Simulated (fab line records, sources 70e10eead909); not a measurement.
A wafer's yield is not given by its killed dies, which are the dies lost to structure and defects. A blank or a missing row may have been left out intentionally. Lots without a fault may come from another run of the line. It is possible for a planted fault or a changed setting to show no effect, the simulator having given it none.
Which of the tools did it? :: flow nand_harc :: 36 wafers from 12 lots sampled at 3 of the route's 1302 steps

WHAT EACH GAUGE READ, for each wafer
NHARC_P_GATE_CD_MEAS_11: target cd 1640 nm.
lot: L075
measured: day 4 20:29
on: cd_sem-01
cd_nm (nm): 1643.4 1640.9 1641.5

lot: L077
measured: day 5 15:01
on: cd_sem-02
cd_nm (nm): 1640.9 1642.4 1640.6

lot: L079
measured: day 6 09:37
on: cd_sem-02
cd_nm (nm): 1641.8 1639.1 1638.7

lot: L081
measured: day 7 04:01
on: cd_sem-02
cd_nm (nm): 1638.9 1639.9 1642.5

lot: L083
measured: day 8 02:05
on: cd_sem-02
cd_nm (nm): 1643.6 1642.1 1642.1

lot: L085
measured: day 8 20:48
on: cd_sem-01
cd_nm (nm): 1645.4 1643.8 1643.5

lot: L087
measured: day 9 17:19
on: cd_sem-03
cd_nm (nm): 1639.3 1640.2 1639.0

lot: L089
measured: day 10 16:56
on: cd_sem-01
cd_nm (nm): 1638.3 1640.8 1639.4

lot: L091
measured: day 11 08:55
on: cd_sem-01
cd_nm (nm): 1638.8 1635.4 1639.1

lot: L093
measured: day 12 04:11
on: cd_sem-01
cd_nm (nm): 1639.1 1638.0 1637.2

lot: L095
measured: day 13 00:47
on: cd_sem-02
cd_nm (nm): 1641.5 1642.6 1645.4

lot: L097
measured: day 14 05:29
on: cd_sem-02
cd_nm (nm): 1639.1 1639.4 1641.5

TOOL THAT RAN EACH LOT (tool first, then ch and the chambers of the sampled wafers, then the start)
lot: L075
NHARC_P_ZERO_WELL_DESCUM_39: rie_diel-10 ch 0,1,2, day 2 10:04
NHARC_P_STI_DESCUM_14: rie_diel-11 ch 0,2, day 3 06:19

lot: L077
NHARC_P_ZERO_WELL_DESCUM_39: rie_diel-06 ch 0,2,3, day 3 06:27
NHARC_P_STI_DESCUM_14: rie_diel-07 ch 0,1,2, day 4 04:49

lot: L079
NHARC_P_ZERO_WELL_DESCUM_39: rie_diel-10 ch 0,1,2, day 4 02:41
NHARC_P_STI_DESCUM_14: rie_diel-07 ch 0,1,2, day 4 21:23

lot: L081
NHARC_P_ZERO_WELL_DESCUM_39: rie_diel-06 ch 0,1,3, day 4 23:59
NHARC_P_STI_DESCUM_14: rie_diel-07 ch 0,1,3, day 5 18:06

lot: L083
NHARC_P_ZERO_WELL_DESCUM_39: rie_diel-10 ch 0,2,3, day 5 18:08
NHARC_P_STI_DESCUM_14: rie_diel-01 ch 0,2,3, day 6 14:24

lot: L085
NHARC_P_ZERO_WELL_DESCUM_39: rie_diel-10 ch 0,3, day 6 14:08
NHARC_P_STI_DESCUM_14: rie_diel-11 ch 2,3, day 7 10:06

lot: L087
NHARC_P_ZERO_WELL_DESCUM_39: rie_diel-12 ch 0,1,2, day 7 10:19
NHARC_P_STI_DESCUM_14: rie_diel-07 ch 0,1, day 8 05:00

lot: L089
NHARC_P_ZERO_WELL_DESCUM_39: rie_diel-10 ch 0,3, day 8 06:44
NHARC_P_STI_DESCUM_14: rie_diel-07 ch 0,2,3, day 9 04:11

lot: L091
NHARC_P_ZERO_WELL_DESCUM_39: rie_diel-10 ch 0,3, day 9 02:14
NHARC_P_STI_DESCUM_14: rie_diel-01 ch 0,3, day 9 21:12

lot: L093
NHARC_P_ZERO_WELL_DESCUM_39: rie_diel-12 ch 1,2,3, day 9 22:17
NHARC_P_STI_DESCUM_14: rie_diel-01 ch 0,1, day 10 16:16

lot: L095
NHARC_P_ZERO_WELL_DESCUM_39: rie_diel-06 ch 0,1,2, day 10 18:14
NHARC_P_STI_DESCUM_14: rie_diel-07 ch 0,1,3, day 11 14:01

lot: L097
NHARC_P_ZERO_WELL_DESCUM_39: rie_diel-06 ch 0,1,3, day 11 14:29
NHARC_P_STI_DESCUM_14: rie_diel-01 ch 0,3, day 12 12:56
- NHARC_P_ZERO_WELL_DESCUM_39: chemistry O2, time 3 s.
- NHARC_P_STI_DESCUM_14: chemistry O2, time 3 s.

THE ANSWER, worked out from the rows above alone
Rule: what is usual is taken from the lots themselves. The widest of any qualifying gaps counts: lots, ordered by their means at a reading, are off when they make up no more than a third of the lots, leave a main group of 4 or more, and stand apart from it by 3 or more times the standard deviation of that group's means. The tables above print the reading to a certain number of digits; a main group whose means all agree to those digits is not used. A lot without any number at a reading at which 4 lots or more have one is off too. The other lots that the step has rows for count as sound.
Across all readings shown, no lot is off: no conclusion can be drawn from this.

WHAT THE SIMULATOR PUT IN
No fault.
